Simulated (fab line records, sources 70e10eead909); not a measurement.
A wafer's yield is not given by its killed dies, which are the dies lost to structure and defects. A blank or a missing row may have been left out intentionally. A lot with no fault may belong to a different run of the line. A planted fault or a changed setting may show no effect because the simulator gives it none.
Matching of chambers | flow nandHarc | NHARC_P_M2_DEP_33 on pecvd-03: 3 sister chambers
The step deposits SiCN, target thk 30 nm. 6 wafers are shown with their chamber, then 12 later ones without.

EACH WAFER AND ITS CHAMBER
wafer  | chamber | heaterPowerW (W)
L080.5 | 2       | 529
L092.3 | 1       | 530
L092.6 | 0       | 617
L093.3 | 2       | 457
L093.4 | 0       | 550
L093.6 | 1       | 561

WAFERS WITH NO CHAMBER GIVEN
wafer  | heaterPowerW (W)
L094.2 | 651
L094.5 | 533
L094.6 | 530
L094.1 | 523
L094.3 | 513
L094.4 | 637
L095.2 | 634
L095.4 | 637
L095.5 | 559
L097.2 | 460
L097.3 | 519
L097.5 | 529

WHICH CHAMBER EACH ONE RAN IN
wafer  | from the rows above          | in truth
L094.2 | can't be placed: 0 or 1      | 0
L094.5 | can't be placed: 1 or 2 or 0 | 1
L094.6 | can't be placed: 1 or 2 or 0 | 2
L094.1 | can't be placed: 1 or 2 or 0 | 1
L094.3 | can't be placed: 2 or 1 or 0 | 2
L094.4 | can't be placed: 0 or 1      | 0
L095.2 | can't be placed: 0 or 1      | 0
L095.4 | can't be placed: 0 or 1      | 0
L095.5 | can't be placed: 1 or 0 or 2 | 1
L097.2 | can't be placed: 2 or 1      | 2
L097.3 | can't be placed: 2 or 1 or 0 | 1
L097.5 | can't be placed: 1 or 2 or 0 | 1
Correct placement for 0 of the 12. Can't be placed from these rows: 12 (the true chamber is among the candidates in 12). Number placed wrongly: 0.
How it was worked out, from the rows above alone: a wafer's distance from a chamber is the root of the sum, over the readings, of the square of ((its reading less the chamber's mean) divided by the reading's scatter). The wafer belongs to the nearest chamber; if the next one is less than 2 further off, it can't be placed. A chamber's mean is the mean of its shown wafers. The scatter: the root of (the sum of the squares of (reading less its chamber's mean) over the shown wafers, divided by (wafers less chambers)).
